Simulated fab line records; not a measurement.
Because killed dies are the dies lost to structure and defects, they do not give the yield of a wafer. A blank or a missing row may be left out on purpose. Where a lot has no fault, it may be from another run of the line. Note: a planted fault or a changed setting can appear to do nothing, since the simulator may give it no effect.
One fault seen from 2 desks + flow n5Finfet + numbers are kept per desk, each desk with only its own; the story behind them comes last

== FOR THE TOOL OWNER'S DESK: aldMetal-02 ==
The tool's own readings at N5_HKMG_FIN_PWFM_ALD_03 (deposits TiN, target thk 2 nm, pulse time 1 s, purge time 3 s): means of the sampled wafers that have a number, for each lot that ran on this tool. Marked OUT: a lot whose mean sits more than 4 standard deviations from the usual mean, which makes it out of limits; the brackets give that distance.
Columns: A = heaterPowerW at N5_HKMG_FIN_PWFM_ALD_03, usual 850 W; B = precursorPulseHeightRel at N5_HKMG_FIN_PWFM_ALD_03, usual 1.003
| lot  | first seen here | A   | B     |
|------|-----------------|-----|-------|
| L452 | day 5 12:38     | 825 | 1.008 |
| L454 | day 5 22:19     | 836 | 1.038 |
| L455 | day 6 04:07     | 796 | 0.988 |
| L457 | day 6 17:08     | 950 | 0.992 |
| L468 | day 9 09:07     | 857 | 0.989 |
| L470 | day 9 21:57     | 852 | 1.007 |
Finding of this desk: none of the 6 lots has anything out of limits.

== THE METROLOGY DESK ==
Lot by lot, what the gauges showed, no matter which tool ran the lot: averages of those sampled wafers that carry a number. Marked OUT: a lot whose mean sits more than 4 standard deviations from the usual mean, which makes it out of limits; the brackets give that distance. Readings shown: 7 out of 16 (the first out of limits, and those lying furthest out on some lot).
Columns: A = IOFF_P at N5_BEOL_M4_RC_MEAS_101, usual 0.21 nA/um; B = IOFF_P_85C at N5_BEOL_M4_RC_MEAS_101, usual 3.6 nA/um; C = IOFF_P_LIN at N5_BEOL_M4_RC_MEAS_101, usual 0.098 nA/um; D = IOFF_P_LONG at N5_BEOL_M4_RC_MEAS_101, usual 0.000101 nA/um; E = VT_P at N5_BEOL_M4_RC_MEAS_101, usual -250.9 mV; F = VT_P_LONG at N5_BEOL_M4_RC_MEAS_101, usual -276.3 mV; G = VT_P_LVT at N5_BEOL_M4_RC_MEAS_101, usual -99.7 mV
| lot  | first seen here | A               | B              | C                | D                   | E                 | F                 | G                |
|------|-----------------|-----------------|----------------|------------------|---------------------|-------------------|-------------------|------------------|
| L451 | day 5 02:40     | 0.19            | 3.3            | 0.090            | 0.000091            | -250.7            | -277.0            | -100.0           |
| L452 | day 5 09:47     | 0.17            | 3.0            | 0.085            | 0.000099            | -253.8            | -278.8            | -101.7           |
| L453 | day 5 12:26     | 0.19            | 3.3            | 0.091            | 0.000099            | -252.3            | -278.6            | -103.3           |
| L454 | day 5 19:17     | 0.40 (+5.1) OUT | 6.2 (+5.0) OUT | 0.182 (+6.5) OUT | 0.000145 (+5.4) OUT | -235.2 (+5.4) OUT | -265.1 (+4.5) OUT | -86.1 (+4.9) OUT |
| L455 | day 6 01:23     | 0.49 (+7.9) OUT | 7.4 (+7.2) OUT | 0.209 (+8.5) OUT | 0.000128            | -237.0 (+4.8) OUT | -268.1            | -84.9 (+5.3) OUT |
| L457 | day 6 14:31     | 0.34            | 5.5            | 0.168 (+5.4) OUT | 0.000142 (+5.0) OUT | -239.4            | -264.3 (+4.8) OUT | -86.8 (+4.6) OUT |
| L466 | day 8 19:31     | 0.21            | 3.6            | 0.099            | 0.000092            | -251.4            | -277.4            | -99.3            |
| L467 | day 8 23:22     | 0.19            | 3.3            | 0.091            | 0.000097            | -251.4            | -279.0            | -100.0           |
| L468 | day 9 05:56     | 0.20            | 3.4            | 0.095            | 0.000105            | -252.1            | -275.7            | -99.9            |
| L470 | day 9 19:03     | 0.22            | 3.8            | 0.104            | 0.000106            | -250.7            | -276.2            | -100.6           |
Finding of this desk: L454, L455, L457 out of limits, first seen on L455 at day 10 05:26 (IOFF_P at N5_BEOL_M4_RC_MEAS_101). Within limits: L451, L452, L453, L466, L467, L468, L470.

== PUT TOGETHER ==
At day 10 05:26 the metrology desk could have sounded an alarm, on L454, L455, L457.
The desk of the tool owner found nothing out of limits.
Tool owner's desk: L454, L455, L457 on record, inside its limits.
The lots listed all ran N5_HKMG_FIN_PWFM_ALD_03 on aldMetal-02.

== WHAT THE SIMULATOR HAD PUT IN ==
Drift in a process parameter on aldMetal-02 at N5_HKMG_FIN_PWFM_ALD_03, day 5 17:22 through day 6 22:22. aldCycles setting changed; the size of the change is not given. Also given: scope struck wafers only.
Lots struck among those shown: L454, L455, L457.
Per desk, hours elapsed from the start of the fault to the first reading out of limits: for the metrology desk, 108.
